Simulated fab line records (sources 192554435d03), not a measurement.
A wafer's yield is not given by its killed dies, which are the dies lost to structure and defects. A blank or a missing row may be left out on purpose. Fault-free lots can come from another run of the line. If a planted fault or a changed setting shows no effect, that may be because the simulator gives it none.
Lot-split experiment    flow n5 finfet    7 lots, 39 wafers read, on a route of 1938 steps

ABOUT THE SPLIT
At N5_BEOL_M12_ETCH_68 (etches SOC in N2/H2, time 285 s), the setting time s was moved away from the recipe's 285 s on 15 of the 39 wafers read, by -52.9% to +43.4%. All remaining wafers had this setting at the recipe value.

Reading taken at the split's own step.

THE READING
SiARC_of_BEOL_M12_COAT_66.thk nm (the simulator's own value, which no gauge read), in nm, at N5_BEOL_M12_ETCH_68 (etches SOC in N2/H2, time 285 s). No usual value for it is given in the file. Here, 24 wafers ran the recipe; their average is 86.1 nm with a standard deviation of 0.44 nm.

wafer   tool, chamber at the split  time s as run, s  against the recipe  SiARC_of_BEOL_M12_COAT_66.thk nm, nm  against lot-mates on the recipe
L074.1  rie diel-02, 0,2            285               recipe              86.4                                  -
L074.5  rie diel-02, 0,2            285               recipe              86.4                                  -
L074.2  rie diel-02, 1              285               recipe              85.4                                  -
L074.3  rie diel-02, 2              285               recipe              86.2                                  -
L074.4  rie diel-02, 3              285               recipe              85.8                                  -
L074.6  rie diel-02, 1              285               recipe              85.2                                  -
L077.1  rie diel-02, 1,0            134.1             -52.9%              99.4                                  +12.7
L077.5  rie diel-02, 1,0            134.1             -52.9%              99.4                                  +12.7
L077.2  rie diel-02, 2              285               recipe              87                                    -
L077.3  rie diel-02, 0              134.1             -52.9%              99.6                                  +12.9
L077.4  rie diel-02, 3              285               recipe              86.4                                  -
L077.6  rie diel-02, 3              285               recipe              86.6                                  -
L081.1  rie diel-02, 3              201.2             -29.4%              92.6                                  +6.7
L081.2  rie diel-02, 2              285               recipe              86.2                                  -
L081.3  rie diel-02, 1              201.2             -29.4%              92.4                                  +6.5
L081.4  rie diel-02, 0              285               recipe              85.8                                  -
L081.5  rie diel-02, 0              201.2             -29.4%              93.2                                  +7.3
L081.6  rie diel-02, 3              285               recipe              85.6                                  -
L082.1  rie diel-04, 0,1,2          285               recipe              85.8                                  -
L082.3  rie diel-04, 0,1,2          285               recipe              85.8                                  -
L082.4  rie diel-04, 0,1,2          285               recipe              85.8                                  -
L082.2  rie diel-04, 3,0            408.7             +43.4%              75.6                                  -10.2
L082.6  rie diel-04, 3,0            408.7             +43.4%              75.6                                  -10.2
L082.5  rie diel-04, 3              408.7             +43.4%              75.4                                  -10.4
L085.1  rie diel-05, 0,3            285               recipe              86.2                                  -
L085.2  rie diel-05, 0,3            285               recipe              86.2                                  -
L085.3  rie diel-05, 2              285               recipe              86                                    -
L085.4  rie diel-05, 1              335.2             +17.6%              82                                    -4.1
L085.5  rie diel-05, 3              335.2             +17.6%              82.2                                  -3.9
L085.6  rie diel-05, 0              335.2             +17.6%              81.8                                  -4.3
L087.1  rie diel-05, 2,0            183.9             -35.5%              95.2                                  +8.5
L087.5  rie diel-05, 2,0            183.9             -35.5%              95.2                                  +8.5
L087.2  rie diel-05, 3,0            285               recipe              86.6                                  -
L087.3  rie diel-05, 3,0            285               recipe              86.6                                  -
L087.4  rie diel-05, 1              285               recipe              87                                    -
L087.6  rie diel-05, 3              183.9             -35.5%              95                                    +8.3
L084.2  rie diel-02, 1              285               recipe              86                                    -
L084.3  rie diel-02, 0              285               recipe              86.4                                  -
L084.5  rie diel-02, 0              285               recipe              86.2                                  -
If several chambers appear in one row, that row covers several wafers at once and the file leaves open which wafer was in which chamber.

THE FIT
A straight line over all 39 wafers: SiARC_of_BEOL_M12_COAT_66.thk nm changes by -0.246 nm for each +1% of time s; r = -1.00; the points scatter about the line by 0.44 nm.
The same after taking each lot's own level away (the mean of its wafers on the recipe; 39 wafers): -0.238 nm for each +1%; r = -1.00; scatter 0.27 nm.
That fit puts the effect of the largest move of time s on the reading at 13 nm.
The span of the lots' own levels, 85.80 to 86.73 nm, comes to 2.1 times the standard deviation stated above.
The two slopes are in agreement: the lot-to-lot level therefore moves the slope only a little.
Check: with one of the wafers moved furthest among these (-52.9%) left out of the fit, the line predicts +12.6 nm for it against its lot-mates. It came out at +12.7 nm against them.

OTHER SPLITS APPLIED TO THESE WAFERS
Other splits were also applied to these wafers ahead of the reading. Each is held against what the fit with the lots' levels taken away leaves over:
other split on the same wafers            wafers away from the commonest value  r with SiARC_of_BEOL_M12_COAT_66.thk nm (lot level and that fit taken away)
N5_BEOL_M1_TRENCH_ETCH_37 target depth a  9                                     +0.17
N5_BEOL_M3_ILD_DEP_00 target thk a        18                                    -0.04
N5_BEOL_M5_ILD_DEP_00 time s              15                                    -0.09

THE FILE'S OWN FIT
SiARC_of_BEOL_M12_COAT_66.thk nm changes by -0.238 nm for each +1% of time s, r = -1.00.
